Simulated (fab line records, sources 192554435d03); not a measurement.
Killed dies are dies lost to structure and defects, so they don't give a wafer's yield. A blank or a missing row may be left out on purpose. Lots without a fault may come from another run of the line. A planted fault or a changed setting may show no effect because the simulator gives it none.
fab line records | flow n5_finfet
record lots=7 wafers=21 last_day=18
route steps=1938 shown BEOL_M5@1188 BEOL_M6@1194 PASSIVATION@1936
lots that met no fault: from a run of the same line without faults
start_h: hours from the record's first day to the start of the lot's first wafer shown | wait_h: hours since the lot's step before | " the same as in the row above | L1.1+2: a row that stands for several wafers | - no value, or no start given | * or withheld: withheld | < > ~ a bound
route shown NAME@n: a module of which the file shows steps, and the number in the route of the first | usual: mean/standard deviation of fault-free wafers | same: alike in all rows | chamber/n: place in a boat | sites: the reading at each site | _std_site: their standard deviation | _edge_site: outer sites' mean less inner sites' | radius_mm: how far each site lies from the wafer's centre | mask NAME#n: copy n | behind: the tool/chamber that last shaped the wafer | hold: why the lot was held/for how many hours/how that ended | device: the transistor (n, p or np) that didn't switch | end of line: the same wafers' tests at the end of the route | a step without rows: its recipe alone | killed: dies lost to structure and defects at the first sort, not the wafer's yield | map: a wafer's dies, x killed, . not, _ none there
set.NAME: the setting as run; set.NAME@STEP: as run at that earlier step | model.NAME: the simulator's own value behind a step, which no gauge read
lots at some steps of the route; a table a step, a row a wafer
services: from which hour (start_h, from the record's first day; less than 0 if before it) a tool's chamber was out of use, for how many hours, and why
## steps
# step N5_BEOL_M5_PRE_CLEAN_77
# recipe gas=NH3/H2 time_s=15 temp_c=* rf_power_w=300
# usual heater_power_w=100/12 rf_fwd_power_W=296.2/1.5
# columns lot.wafer tool chamber start_h wait_h heater_power_w rf_fwd_power_W
L168.1 cvd_co-01 2 196.79 0.0 85 293.4
L168.2 " 1 " " 83 298.9
L168.3 " 0 " " 98 294.0
L169.3 cvd_co-02 2 213.38 0.0 115 294.7
L169.5 " 0 " " 112 295.5
L169.6 " 1 " " 94 296.4
L181.2 cvd_co-02 1 274.55 0.0 91 297.8
L181.4 " 1 " " 94 297.0
L181.5 " 2 " " 117 294.1
L184.1 cvd_co-01 0 315.41 0.0 100 294.4
L184.5 " 0 " " 97 296.6
L184.6 " 1 " " 84 297.6
L186.3 cvd_co-01 2 319.38 0.0 85 294.8
L186.4 " 1 " " 83 295.5
L186.6 " 2 " " 89 295.9
L189.1 cvd_co-02 0 323.60 0.1 112 298.4
L189.4 " 1 " " 91 297.9
L189.5 " 0 " " 112 298.6
L187.1 cvd_co-02 2 323.81 0.1 115 295.9
L187.3 " 0 " " 112 298.7
L187.6 " 2 " " 115 296.7
# step N5_BEOL_M5_CO_CAP_78
# recipe material=Co target_thk_a=20 temp_c=200 precursor=CCTBA/H2 pressure_torr=30 time_s=102.1
# usual heater_power_w=254/16
# columns lot.wafer tool chamber start_h wait_h heater_power_w
L168.1 cvd_co-01 2 196.83 0.0 235
L168.2 " 1 " " 226
L168.3 " 0 " " 251
L169.3 cvd_co-02 2 213.42 0.0 275
L169.5 " 0 " " 268
L169.6 " 1 " " 246
L181.2 cvd_co-02 1 274.59 0.0 243
L181.4 " 1 " " 247
L181.5 " 2 " " 276
L184.1 cvd_co-01 0 315.45 0.0 255
L184.5 " 0 " " 261
L184.6 " 1 " " 239
L186.3 cvd_co-01 2 319.42 0.0 242
L186.4 " 1 " " 235
L186.6 " 2 " " 239
L189.1 cvd_co-02 0 323.64 0.0 271
L189.4 " 1 " " 254
L189.5 " 0 " " 272
L187.1 cvd_co-02 2 323.85 0.0 274
L187.3 " 0 " " 270
L187.6 " 2 " " 269
# step N5_BEOL_M5_PRE_CLEAN_55
# recipe gas=NH3 time_s=15 temp_c=withheld rf_power_w=300
# step N5_BEOL_M5_DEP_56
# recipe material=SiCN target_thk_a=80 temp_c=withheld precursor=3MS/NH3 pressure_torr=3 rf_w=202 time_s=14
# usual rf_fwd_power_W=199.2/0.99 showerhead_plenum_p_Torr=3.662/0.012 throttle_valve_pct=8.9/0.44
# columns lot.wafer tool chamber start_h wait_h rf_fwd_power_W showerhead_plenum_p_Torr throttle_valve_pct
L168.1 pecvd-04 2 196.95 0.0 198.9 3.666 8.4
L168.2 " 1 " " 199.9 3.666 9.3
L168.3 " 0 " " 198.9 3.647 8.6
L169.3 pecvd-02 0 213.53 0.0 199.4 3.690 9.1
L169.5 " 1 " " 199.5 3.669 9.6
L169.6 " 0 " " 199.1 3.679 9.3
L181.2 pecvd-02 2 274.71 0.0 199.3 3.650 9.2
L181.4 " 1 " " 200.8 3.668 9.8
L181.5 " 2 " " 199.2 3.653 9.1
L184.1 pecvd-02 2 315.57 0.0 199.0 3.657 8.8
L184.5 " 2 " " 198.7 3.661 8.9
L184.6 " 0 " " 198.2 3.680 9.3
L186.3 pecvd-03 0 319.54 0.0 198.8 3.665 8.7
L186.4 " 1 " " 200.6 3.661 8.5
L186.6 " 0 " " 198.5 3.653 9.1
L189.1 pecvd-04 1 323.76 0.0 199.7 3.664 9.3
L189.4 " 0 " " 197.6 3.657 8.9
L189.5 " 2 " " 198.8 3.663 8.5
L187.1 pecvd-02 0 323.96 0.0 198.6 3.682 9.4
L187.3 " 2 " " 200.2 3.649 8.9
L187.6 " 2 " " 199.4 3.658 8.9
# step N5_BEOL_M5_RS_MEAS_57
# recipe thk_meas_gauge=four-point-probe reads=Co_of_BEOL_M5_CO_CAP_78+Cu_of_BEOL_M5_ECD_50+Co_of_BEOL_M5_CVD_47+TaN_of_BEOL_M5_ALD_86
# usual M5_RS=0.391/0.011
# columns lot.wafer tool chamber start_h wait_h M5_RS[ohm/sq]
L168.1 film_metro-02 - 197.01 0.0 0.392
L168.2 " - " " 0.388
L168.3 " - " " 0.407
L169.3 film_metro-01 - 213.60 0.1 0.394
L169.5 " - " " 0.391
L169.6 " - " " 0.406
L181.2 film_metro-02 - 274.77 0.1 0.396
L181.4 " - " " 0.396
L181.5 " - " " 0.404
L184.1 film_metro-02 - 315.63 0.0 0.387
L184.5 " - " " 0.375
L184.6 " - " " 0.377
L186.3 film_metro-01 - 319.61 0.1 0.393
L186.4 " - " " 0.377
L186.6 " - " " 0.383
L189.1 film_metro-02 - 323.83 0.0 0.401
L189.4 " - " " 0.411
L189.5 " - " " 0.402
L187.1 film_metro-01 - 324.03 0.0 0.384
L187.3 " - " " 0.393
L187.6 " - " " 0.376
# step N5_BEOL_M5_INSPECT_58
# recipe inspect_instrument=darkfield mode=post_dep
# usual raw_defect_count=77/26
# columns lot.wafer tool chamber start_h wait_h raw_defect_count
L168.1 defect_inspect-02 - 197.04 0.0 48
L168.2 " - " " 60
L168.3 " - " " 62
L169.3 defect_inspect-02 - 213.63 0.0 49
L169.5 " - " " 69
L169.6 " - " " 33
L181.2 defect_inspect-01 - 274.80 0.0 58
L181.4 " - " " 53
L181.5 " - " " 45
L184.1 defect_inspect-02 - 315.66 0.0 62
L184.5 " - " " 52
L184.6 " - " " 51
L186.3 defect_inspect-02 - 319.63 0.0 58
L186.4 " - " " 114
L186.6 " - " " 75
L189.1 defect_inspect-01 - 323.85 0.0 58
L189.4 " - " " 101
L189.5 " - " " 83
L187.1 defect_inspect-02 - 324.06 0.0 83
L187.3 " - " " 55
L187.6 " - " " 45
# step N5_BEOL_M6_ILD_DEP_00
# recipe material=SiCOH_lowk target_thk_a=1797.5 temp_c=300 precursor=DEMS/porogen pressure_torr=5 rf_w=500 time_s=33.4
# step N5_BEOL_M6_CURE_74
# recipe temp_c=385 time_s=240 ambient=He/Ar material=SiCOH_lowk
# step N5_BEOL_M6_THK_MEAS_01
# recipe reads=SiCOH_lowk_of_BEOL_M6_ILD_DEP_00
# usual M6_ILD_THK=155.4/1.6
# columns lot.wafer tool chamber start_h wait_h M6_ILD_THK[nm]
L168.1 film_metro-02 - 197.66 0.4 155.4
L168.2 " - " " 155.7
L168.3 " - " " 155.3
L169.3 film_metro-01 - 214.24 0.3 155.5
L169.5 " - " " 159.2
L169.6 " - " " 156.1
L181.2 film_metro-01 - 275.41 0.4 152.4
L181.4 " - " " 156.0
L181.5 " - " " 156.1
L184.1 film_metro-01 - 316.29 0.4 154.6
L184.5 " - " " 152.6
L184.6 " - " " 156.2
L186.3 film_metro-01 - 320.25 0.3 151.5
L186.4 " - " " 156.5
L186.6 " - " " 154.6
L189.1 film_metro-01 - 324.49 0.4 154.4
L189.4 " - " " 153.8
L189.5 " - " " 156.7
L187.1 film_metro-01 - 325.15 0.8 155.4
L187.3 " - " " 154.4
L187.6 " - " " 156.9
# step N5_BEOL_M6_PECVD_70
# recipe material=SiO2 target_thk_a=200 temp_c=400 precursor=TEOS/O2 pressure_torr=5.5 rf_w=450 teos_flow_sccm=53.8 gas=O2 flow_sccm=3000 time_s=22.7
# usual heater_power_w=702/100 rf_fwd_power_W=445.2/2.2 showerhead_plenum_p_Torr=8.76/0.053 throttle_valve_pct=21.4/0.99
# columns lot.wafer tool chamber start_h wait_h heater_power_w rf_fwd_power_W showerhead_plenum_p_Torr throttle_valve_pct
L168.1 pecvd-04 1 197.70 0.0 626 449.2 8.80 22.7
L168.2 " 2 " " 840 445.4 8.79 20.6
L168.3 " 0 " " 704 440.0 8.78 21.6
L169.3 pecvd-01 0 214.28 0.0 780 445.0 8.80 21.6
L169.5 " 2 " " 697 444.4 8.77 19.9
L169.6 " 0 " " 797 444.7 8.82 21.8
L181.2 pecvd-01 0 275.45 0.0 793 445.9 8.82 21.9
L181.4 " 2 " " 661 445.6 8.80 20.2
L181.5 " 0 " " 816 446.5 8.77 21.8
L184.1 pecvd-01 2 316.32 0.0 591 448.4 8.76 19.9
L184.5 " 0 " " 854 447.7 8.80 21.9
L184.6 " 2 " " 584 444.6 8.79 19.8
L186.3 pecvd-01 0 320.30 0.1 803 447.7 8.79 21.9
L186.4 " 2 " " 617 449.0 8.80 19.5
L186.6 " 2 " " 631 445.8 8.76 20.0
L189.1 pecvd-01 2 324.52 0.0 632 444.7 8.79 20.2
L189.4 " 0 " " 901 448.8 8.78 22.2
L189.5 " 2 " " 627 446.1 8.78 20.0
L187.1 pecvd-03 1 325.19 0.0 733 447.1 8.79 22.1
L187.3 " 2 " " 722 447.5 8.63 19.6
L187.6 " 1 " " 730 447.0 8.79 21.6
# step N5_BEOL_M6_HM_DEP_02
# recipe material=TiN target_thk_a=200 temp_c=25 chamber_pressure_pa=0.49996
# usual throttle_valve_pct=30.7/1.3
# columns lot.wafer tool chamber start_h wait_h throttle_valve_pct
L168.1 pvd_sputter-03 - 198.02 0.3 30.6
L168.2 " - " " 30.6
L168.3 " - " " 32.7
L169.3 pvd_sputter-03 - 215.16 0.9 32.6
L169.5 " - " " 30.6
L169.6 " - " " 29.1
L181.2 pvd_sputter-03 - 275.89 0.4 28.9
L181.4 " - " " 32.8
L181.5 " - " " 30.7
L184.1 pvd_sputter-03 - 317.14 0.8 32.8
L184.5 " - " " 30.7
L184.6 " - " " 33.0
L186.3 pvd_sputter-02 - 321.75 1.4 30.7
L186.4 " - " " 31.2
L186.6 " - " " 30.6
L189.1 pvd_sputter-03 - 326.02 1.5 30.8
L189.4 " - " " 32.3
L189.5 " - " " 30.5
L187.1 pvd_sputter-03 - 326.28 1.1 30.9
L187.3 " - " " 30.7
L187.6 " - " " 30.6
# step N5_BEOL_M6_COAT_59
# recipe resist=SOC temp_c=250 time_s=60 spin_rpm=1500 resist_thk_nm=100
# step N5_BEOL_M6_COAT_60
# recipe resist=SiARC temp_c=220 time_s=60 spin_rpm=1500 resist_thk_nm=35
# usual heater_power_total_W=427.4/2.2 plate_temp_C=220.00/0.15
# columns lot.wafer tool chamber start_h wait_h heater_power_total_W plate_temp_C
L168.1 litho_track-02 0 198.15 - 426.6 220.25
L168.2 " 0 " " 429.9 219.93
L168.3 " 0 " " 424.1 220.08
L169.3 litho_track-03 0 215.29 - 426.7 220.06
L169.5 " 0 " " 425.1 220.08
L169.6 " 0 " " 424.4 220.16
L181.2 litho_track-03 0 276.02 - 424.5 220.21
L181.4 " 0 " " 424.1 219.93
L181.5 " 0 " " 424.5 220.18
L184.1 litho_track-03 0 317.26 - 473.7 238.70
L184.5 " 0 " " 474.8 238.92
L184.6 " 0 " " 471.0 238.54
L186.3 litho_track-03 0 321.88 - 470.9 238.69
L186.4 " 0 " " 472.1 238.72
L186.6 " 0 " " 474.2 238.82
L189.1 litho_track-02 0 326.15 - 429.5 220.15
L189.4 " 0 " " 424.3 220.22
L189.5 " 0 " " 428.8 220.07
L187.1 litho_track-03 0 326.41 - 470.9 238.86
L187.3 " 0 " " 470.9 238.80
L187.6 " 0 " " 474.8 238.91
# step N5_BEOL_M6_COAT_05
# recipe resist=CAR-ArF spin_rpm=1500 resist_thk_nm=90
# step N5_PASSIVATION_PROBE_49
# usual defect_limited_yield=91.0/1.6 killed_at_M0_to_M3=35/11 killed_at_M4_up=14/5.1 killed_at_contacts=12/6.6 killed_at_front_end=41/12 killed_at_other=4/3 killed_dies=107/19 killed_open=70/15 killed_short=35/8.5 sort_bin_5_function=5.3/1 sort_bin_6_memory=3.4/0.73 sort_n_pass=1073/19 sort_yield_pct=91.0/1.6
# same gross_dies=1180 killed_at_back_side=0 sort_bin_4_leakage[%]=0 sort_bin_8_speed[%]=0
# columns lot.wafer tool chamber start_h wait_h defect_limited_yield[%] killed_at_M0_to_M3 killed_at_M4_up killed_at_contacts killed_at_front_end killed_at_other killed_dies killed_open killed_short sort_bin_5_function[%] sort_bin_6_memory[%] sort_n_pass sort_yield_pct[%]
L186.3 prober-01 - 407.13 0.1 90.3 45 14 15 35 5 114 79 35 5.4 3.5 1066 90.3
L186.4 prober-01 - 407.18 0.2 91.0 35 15 5 46 5 106 70 36 5.2 3.6 1074 91.0
# killed by level:class
L186.3 MOL_CONTACT_COAG:geometric_particle:open=12 BEOL_M4:geometric_particle:open=11 BEOL_M0_SAQP:geometric_particle:short=9 BEOL_M0_SAQP:geometric_particle:open=9 BEOL_M0:geometric_particle:open=9 FIN_SAQP:geometric_particle:short=8 BEOL_M3:geometric_particle:open=8 STI_FIN_REVEAL:geometric_particle:open=7
L186.4 STI_FIN_REVEAL:geometric_particle:open=14 BEOL_M3:geometric_particle:open=12 BEOL_M2:geometric_particle:short=7 BEOL_M4:geometric_particle:open=7 FIN_SAQP:geometric_particle:open=6 DUMMY_GATE:geometric_particle:open=5 FIN_SAQP:geometric_particle:short=4 MOL_CONTACT_COAG:geometric_particle:open=4
## services
# columns tool chamber start_h hours kind
pecvd-02 - 188.31 0.4 repair
litho_track-02 - 192.31 - consumable_replace:filter
pecvd-03 2 202.38 - clean
pecvd-03 2 202.38 - consumable_replace:showerhead
pecvd-03 2 202.38 29.0 scheduled_down
pecvd-03 2 202.38 29.0 vent_cycle
pecvd-04 - 205.06 2.8 pm
pecvd-02 - 217.60 2.5 repair
pecvd-04 0 228.16 5.5 scheduled_down
pecvd-01 - 231.21 0.4 repair
pecvd-03 - 236.11 1.5 repair
pecvd-03 - 240.73 2.1 repair
pecvd-01 - 241.99 0.7 repair
pecvd-01 1 247.33 8.2 repair
pecvd-02 1 251.49 5.0 scheduled_down
pecvd-04 - 251.81 1.5 repair
pecvd-01 2 257.10 2.0 repair
pvd_sputter-02 - 277.88 6.1 repair
cvd_co-02 - 283.10 3.0 repair
cvd_co-02 - 288.11 0.9 repair
pecvd-02 1 288.34 2.1 scheduled_down
pvd_sputter-03 - 298.65 1.0 repair
pecvd-01 1 309.99 16.9 repair
pecvd-02 - 310.81 0.5 repair
## key
first_sign step=N5_BEOL_M6_COAT_60 reading=plate_temp_C direction=up sigmas=99+ usual=* struck=*
effect step=N5_BEOL_M6_COAT_60 reading=heater_power_total_W direction=up sigmas=21 usual=* struck=*
met_at N5_BEOL_M6_COAT_60
struck_wafers L184.1,L184.5,L184.6,L186.3,L186.4,L186.6,L187.1,L187.3,L187.6
onset_between 276.02 317.26
fault kind=process_parameter_drift tool=litho_track-03 chamber=- onset_h=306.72 steps=N5_BEOL_M6_COAT_60 channel=temp_c offset=* shape=step end_h=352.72 acts_in=* stated=*
